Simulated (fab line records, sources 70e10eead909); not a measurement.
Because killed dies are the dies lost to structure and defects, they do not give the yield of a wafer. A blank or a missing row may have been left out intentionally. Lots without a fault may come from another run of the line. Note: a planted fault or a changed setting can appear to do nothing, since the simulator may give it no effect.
Chamber matching | flow nand harc | rie diel-12 running NHARC_P_M0_DESCUM_14: 4 sister chambers
The step chemistry O2, time 3 s. 8 wafers are shown with their chamber, then 12 later ones without.

## WAFERS, EACH WITH ITS CHAMBER
wafer  | chamber | drypump motor current A (A) | oes product au (a.u.)
L084.6 | 1       | 5.62                        | 0.998
L087.1 | 2       | 5.52                        | 1.000
L087.6 | 2       | 5.53                        | 0.980
L087.2 | 1       | 5.63                        | 1.001
L087.3 | 0       | 5.92                        | 1.007
L091.2 | 0       | 5.92                        | 1.022
L091.4 | 3       | 5.12                        | 1.005
L091.6 | 3       | 5.13                        | 0.999

## WAFERS MISSING THEIR CHAMBER
wafer  | drypump motor current A (A) | oes product au (a.u.)
L091.1 | 5.65                        | 0.990
L091.3 | 5.51                        | 0.991
L091.5 | 5.92                        | 1.027
L092.2 | 5.91                        | 1.020
L092.4 | 5.66                        | 0.997
L092.5 | 5.91                        | 1.023
L093.2 | 5.92                        | 1.013
L093.3 | 5.52                        | 0.987
L093.5 | 5.51                        | 0.989
L095.1 | 5.52                        | 0.976
L095.4 | 5.11                        | 0.995
L095.6 | 5.65                        | 0.997

## EACH ONE'S CHAMBER
wafer  | from the rows above | in truth
L091.1 | 1                   | 1
L091.3 | 2                   | 2
L091.5 | 0                   | 0
L092.2 | 0                   | 0
L092.4 | 1                   | 1
L092.5 | 0                   | 0
L093.2 | 0                   | 0
L093.3 | 2                   | 2
L093.5 | 2                   | 2
L095.1 | 2                   | 2
L095.4 | 3                   | 3
L095.6 | 1                   | 1
Placed correctly: 12 of 12. Can't be placed from these rows: 0. Number placed wrongly: 0.
How it was worked out, from the rows above alone: a wafer's distance from a chamber is the root of the sum, over the readings, of the square of ((its reading less the chamber's mean) divided by the reading's scatter). If the next closest chamber is less than 2 further off than the closest, the wafer can't be placed; otherwise it belongs to the closest. A chamber's mean is the mean of its shown wafers. The scatter is the square root of a quotient: the sum, over the shown wafers, of each reading's squared deviation from its chamber's mean, divided by wafers minus chambers.
